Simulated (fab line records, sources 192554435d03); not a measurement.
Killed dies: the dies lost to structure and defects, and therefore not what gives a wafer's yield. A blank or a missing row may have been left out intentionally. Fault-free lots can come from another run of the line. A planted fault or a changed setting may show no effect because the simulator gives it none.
A struck lot beside a sound one | flow n5Finfet | 15 steps out of a route of 1938
Sound: wafers L205.2, L205.3, L205.6. Struck: wafer L190.1 (left out: L190.2, L190.5 of the same lot, which were not struck); the cause appears at the end.
For every step that has rows: the tool of each side, followed by ch and its chambers, followed by its first start. Under that, the readings that differ: sound wafers | struck wafers | difference of the means | sigmas: that difference in standard deviations of wafers without a fault.
alike: same words and numbers on both sides, and readings whose means sit less than 2 such deviations apart. not compared: any withheld reading, any reading some wafer has no value for, any bound like >300 that may hide the same value, and any number with overlapping values for which the record gives no deviation.
A row with sigmas, a row that says differs or no value, or rows on one side alone: a step with any of these is where the two part. When numbers do not overlap yet have no deviation, they are printed without sigmas and do not part them. A reading that every wafer of one side lacks parts them only if that side has two wafers or more.

first, 8 steps without rows for these wafers: N5_BEOL_M1_COAT_68 (time 60 s, resist thk 12 nm); N5_BEOL_M1_COAT_76 (time 60 s, resist thk 5 nm); N5_BEOL_M1_COAT_22 (resist thk 30 nm); N5_BEOL_M1_EBR_24; N5_BEOL_M1_SOFTBAKE_23 (time 60 s); N5_BEOL_M1_EXPOSE_25 (exposes mask V0, defocus 5 nm, target cd 24 nm); N5_BEOL_M1_PEB_26 (peb time 60 s); N5_BEOL_M1_DEVELOP_27 (develop time 30 s).
N5_BEOL_M1_CD_MEAS_28: target cd y 23.3 nm.
  sound on cdSem-03 ch 0, day 11 09:21; struck on cdSem-03 ch 0, day 7 13:30
  alike: cdNm
N5_BEOL_M1_OVL_MEAS_29:
  sound on overlay-01 ch 0, day 11 09:23; struck on overlay-01 ch 0, day 7 13:32
  alike: V0_OVL
N5_BEOL_M1_INSPECT_30: inspects for defects (brightfield).
  sound on defectInspect-02 at day 11 09:26; struck on defectInspect-02 at day 7 13:35
  alike: rawDefectCount
N5_BEOL_M1_DESCUM_33: chemistry O2, time 7 s.
  sound on rieDiel-02 ch 2,3, day 11 09:28; struck on rieDiel-04 ch 2, day 7 13:37
reading    | sound             | struck | difference | sigmas
rfVppV (V) | 246.0 244.1 244.0 | 241.4  | -3.3       | -3
  alike: drypumpMotorCurrentA, oesProductAu, showerheadPlenumPTorr, throttleValvePct
  not compared: rfHoursCounterH
N5_BEOL_M1_ETCH_77: etches underlayer in N2/H2, target depth 6.5 nm, time 5.2 s.
  sound on rieDiel-02 ch 2,3, day 11 09:31; struck on rieDiel-04 ch 2, day 7 13:39
reading             | sound             | struck | difference | sigmas
etchRfOnTimeS (s)   | 5.17 5.25 5.23    | 8.33   | +3.11      | +39
oesProductAu (a.u.) | 0.71 0.68 0.68    | 0.49   | -0.20      | -3
rfVppV (V)          | 527.9 527.5 528.4 | 522.4  | -5.5       | -2
  alike: biasW, drypumpMotorCurrentA, showerheadPlenumPTorr, throttleValvePct
  not compared: rfHoursCounterH
N5_BEOL_M1_ETCH_69: etches SiARC in CF4, target depth 15.6 nm, time 26 s.
  sound on rieDiel-02 ch 2,3, day 11 09:31; struck on rieDiel-04 ch 2, day 7 13:40
reading           | sound          | struck | difference | sigmas
etchRfOnTimeS (s) | 25.5 26.0 26.2 | 27.1   | +1.2       | +3
  alike: biasW, drypumpMotorCurrentA, oesProductAu, rfVppV, showerheadPlenumPTorr, throttleValvePct
  not compared: rfHoursCounterH
-- the record jumps here: 3 days lie between the struck wafers' starts before and after (it left off in module BEOL_M1 and takes up again in module BEOL_M4, whose first step shown is number 1111 of the route) --
N5_BEOL_M4_RC_MEAS_101:
  sound on prober-01 ch 0, day 15 08:47; struck on prober-01 ch 0, day 10 05:02
reading        | sound             | struck | difference | sigmas
DIBL_N (mV/V)  | 35.6 34.5 35.7    | 38.1   | +2.8       | +2
DIBL_P (mV/V)  | 36.0 34.2 35.7    | 38.2   | +2.9       | +2
IOFF_N (nA/um) | 0.156 0.126 0.150 | 0.185  | +0.041     | +2
  alike: IOFF_P, ION_N, ION_P, SS_N, SS_P, VT_N, VT_P

== WHERE THEY PART ==
First at N5_BEOL_M1_DESCUM_33; last, within this record, at N5_BEOL_M4_RC_MEAS_101.

WHY: the cause the simulator had injected
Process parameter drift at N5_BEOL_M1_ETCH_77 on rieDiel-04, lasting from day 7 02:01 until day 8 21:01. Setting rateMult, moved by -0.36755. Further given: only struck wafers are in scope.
